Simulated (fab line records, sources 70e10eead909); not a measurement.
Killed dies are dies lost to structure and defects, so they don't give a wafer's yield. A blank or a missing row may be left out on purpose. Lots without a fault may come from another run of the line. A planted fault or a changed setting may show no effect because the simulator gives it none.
Chamber matching | flow nand_harc | NHARC_P_M0_CMP_23 on cmp-02: 4 sister chambers
The step polishes, t overpolish 20 s, target thk 117.53 nm. 18 wafers are shown with their chamber, then 9 later ones without.

WAFERS WITH THEIR CHAMBER
wafer  | chamber | motor_current_A (A) | retaining_ring_pressure_frac | time_to_endpoint_s (s)
L078.1 | 0       | 12.1                | 0.999                        | 31.6
L078.2 | 2       | 12.3                | 0.999                        | 31.2
L078.6 | 0       | 12.0                | 0.997                        | 31.2
L080.2 | 0       | 12.3                | 1.001                        | 27.5
L080.5 | 0       | 12.2                | 0.995                        | 28.7
L080.6 | 3       | 11.3                | 0.994                        | 31.8
L082.1 | 0       | 11.8                | 1.000                        | 28.4
L082.3 | 1       | 12.2                | 1.008                        | 24.6
L082.6 | 1       | 12.0                | 1.003                        | 27.9
L083.4 | 3       | 10.5                | 1.003                        | 30.8
L083.5 | 3       | 10.4                | 1.004                        | 27.2
L083.6 | 2       | 12.5                | 1.001                        | 31.4
L087.1 | 3       | 11.2                | 0.999                        | 30.7
L087.4 | 2       | 12.9                | 0.992                        | 28.0
L087.6 | 0       | 12.3                | 1.004                        | 28.0
L090.1 | 1       | 11.9                | 1.000                        | 29.7
L090.5 | 0       | 12.9                | 0.994                        | 28.8
L090.6 | 1       | 11.9                | 1.002                        | 30.6

SIGNATURES (means of the wafers above)
reading                      | chamber 0 | chamber 1 | chamber 2 | chamber 3 | scatter within a chamber
motor_current_A              | 12.229    | 12.000    | 12.567    | 10.850    | 0.339
retaining_ring_pressure_frac | 0.99857   | 1.00325   | 0.99733   | 1.00000   | 0.00392
time_to_endpoint_s           | 29.171    | 28.200    | 30.200    | 30.125    | 1.99
Rule: a wafer's distance from a chamber is the root of the sum, over the readings, of the square of ((its reading less the chamber's mean) divided by the reading's scatter). The wafer belongs to the nearest chamber; if the next one is less than 2 further off, it can't be placed. The scatter: the root of (the sum of the squares of (reading less its chamber's mean) over the shown wafers, divided by (wafers less chambers)).

WAFERS WITHOUT THEIR CHAMBER
wafer  | motor_current_A (A) | retaining_ring_pressure_frac | time_to_endpoint_s (s)
L092.1 | 11.1                | 1.004                        | 27.9
L092.5 | 11.3                | 1.003                        | 30.2
L092.6 | 13.1                | 0.996                        | 29.2
L094.2 | 12.5                | 0.989                        | 28.3
L094.3 | 11.7                | 1.004                        | 25.9
L094.6 | 12.4                | 1.001                        | 28.4
L096.3 | 11.9                | 0.998                        | 22.1
L096.4 | 10.7                | 1.004                        | 24.0
L096.6 | 12.5                | 0.999                        | 24.2

WHICH CHAMBER EACH WENT THROUGH
wafer  | from the rows above               | in truth
L092.1 | can't be placed: 3 or 1 or 0      | 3
L092.5 | can't be placed: 3 or 1 or 0      | 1
L092.6 | can't be placed: 2 or 0           | 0
L094.2 | can't be placed: 2 or 0 or 1      | 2
L094.3 | can't be placed: 1 or 0 or 3      | 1
L094.6 | can't be placed: 0 or 1 or 2      | 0
L096.3 | can't be placed: 1 or 0 or 2 or 3 | 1
L096.4 | can't be placed: 3 or 1           | 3
L096.6 | can't be placed: 0 or 1 or 2      | 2
Placed correctly: 0 of 9. Can't be placed from these rows: 9 (the true chamber is among the candidates in 9). Placed wrongly: 0.
